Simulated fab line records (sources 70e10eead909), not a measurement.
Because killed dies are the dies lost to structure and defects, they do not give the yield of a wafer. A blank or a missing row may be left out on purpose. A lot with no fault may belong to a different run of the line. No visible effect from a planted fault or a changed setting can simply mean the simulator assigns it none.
A lot that was struck, set against a sound lot / flow nand-harc / 18 out of 1302 route steps
Sound: these wafers, L714.2, L714.3, L714.5. Wafers L722.2, L722.3, L722.4 were the ones struck. The cause is named last.
Per side, at each step with rows, come the tool, then ch with its chambers, and then its first start. Under that, the readings that differ: sound wafers / struck wafers / difference of the means / sigmas: that difference in standard deviations of wafers without a fault.
alike: words and numbers the same on both sides, and readings whose means are apart by under 2 such deviations; not compared: readings that were withheld, readings missing a value for some wafer, numbers with overlapping values and no deviation given by the record, and bounds like >300 which may hide the same value.
Wherever a step has rows on one side only, a row that says differs or no value, or a row with sigmas, the two part there. Numbers that don't overlap but have no deviation are shown without sigmas and don't part them. A reading missing from all wafers of one side parts the sides only when that side holds two or more wafers.

NHARC_A_WL_FILL_INSPECT_15:
  struck on defect-inspect-02, day 26 04:40; sound on defect-inspect-01, day 23 06:47
  alike: raw-defect-count
NHARC_A_CONTACT_DEP_24: deposits SiO2, target thk 500 nm.
  sound on pecvd-01 ch 1,2, day 23 06:51; struck on pecvd-01 ch 0,1, day 26 04:44
  alike: heater-power-w, throttle-valve-pct
NHARC_A_CONTACT_DEP_28: deposits aC, target thk 7000 nm.
  sound on acl-dep-01 ch 0, day 23 08:32; struck on acl-dep-03 ch 0, day 26 07:25
  alike: throttle-valve-pct
NHARC_A_CONTACT_DEP_29: deposits SiON, target thk 100 nm.
  sound on pecvd-02 ch 0,1, day 23 12:17; struck on pecvd-04 ch 0,1,2, day 26 11:02
  alike: heater-power-w
then, 7 steps without rows for these wafers: NHARC_A_CONTACT_DEHYDRATE_32 (time 120 s); NHARC_A_CONTACT_HMDS_33 (time 30 s); NHARC_A_CONTACT_COAT_34 (time 75 s); NHARC_A_CONTACT_COAT_35 (time 65 s); NHARC_A_CONTACT_COAT_36 (resist thk 90 nm); NHARC_A_CONTACT_SOFTBAKE_37 (time 55 s); NHARC_A_CONTACT_EBR_38.
NHARC_A_CONTACT_EXPOSE_39: exposes mask A CC 3.
  sound on arfi-scanner-01 ch 0, day 23 12:50; struck on arfi-scanner-02 ch 0, day 26 11:35
reading=model.A_CONTACT.overlay-x-nm (nm); sound=1.61 1.61 1.61; struck=7.714 7.714 7.714; difference=+6.104; sigmas=
  alike: mask, exposure-dose-mJ-cm2
then, 2 steps without rows for these wafers: NHARC_A_CONTACT_PEB_40 (peb time 65 s); NHARC_A_CONTACT_DEVELOP_41 (develop time 35 s).
NHARC_A_CONTACT_CD_MEAS_42 targets a cd of 300 nm.
  sound on cd-sem-01 ch 0, day 23 12:58; struck on cd-sem-02 ch 0, day 26 11:44
  alike: cd-nm
NHARC_A_CONTACT_OVL_MEAS_43:
  struck on overlay-01, day 26 11:49; sound on overlay-02, day 23 13:04
reading=overlay-x-nm (nm); sound=1.7 1.6 2.0; struck=7.8 8.3 7.7; difference=+6.2; sigmas=+8
  alike: overlay-y-nm
NHARC_A_CONTACT_INSPECT_44:
  struck on defect-inspect-01, day 26 11:51; sound on defect-inspect-01, day 23 13:05
  alike: raw-defect-count
-- the record jumps here: 3 days lie between the struck wafers' starts before and after (it left off in module A_CONTACT and takes up again in module END, whose first step shown is number 1302 of the route) --
NHARC_END_SORT_01:
  sound on prober-02 ch 0, day 26 20:53; struck on prober-01 ch 0, day 29 13:05
  alike: killed-at-array, killed-at-other, killed-at-periphery, killed-dies, killed-open, killed-short

## WHERE THEY PART
Only at NHARC_A_CONTACT_OVL_MEAS_43, within this record. Later steps at which nothing parts them and some readings are alike: NHARC_A_CONTACT_INSPECT_44, NHARC_END_SORT_01.

WHY: what the simulator had put in
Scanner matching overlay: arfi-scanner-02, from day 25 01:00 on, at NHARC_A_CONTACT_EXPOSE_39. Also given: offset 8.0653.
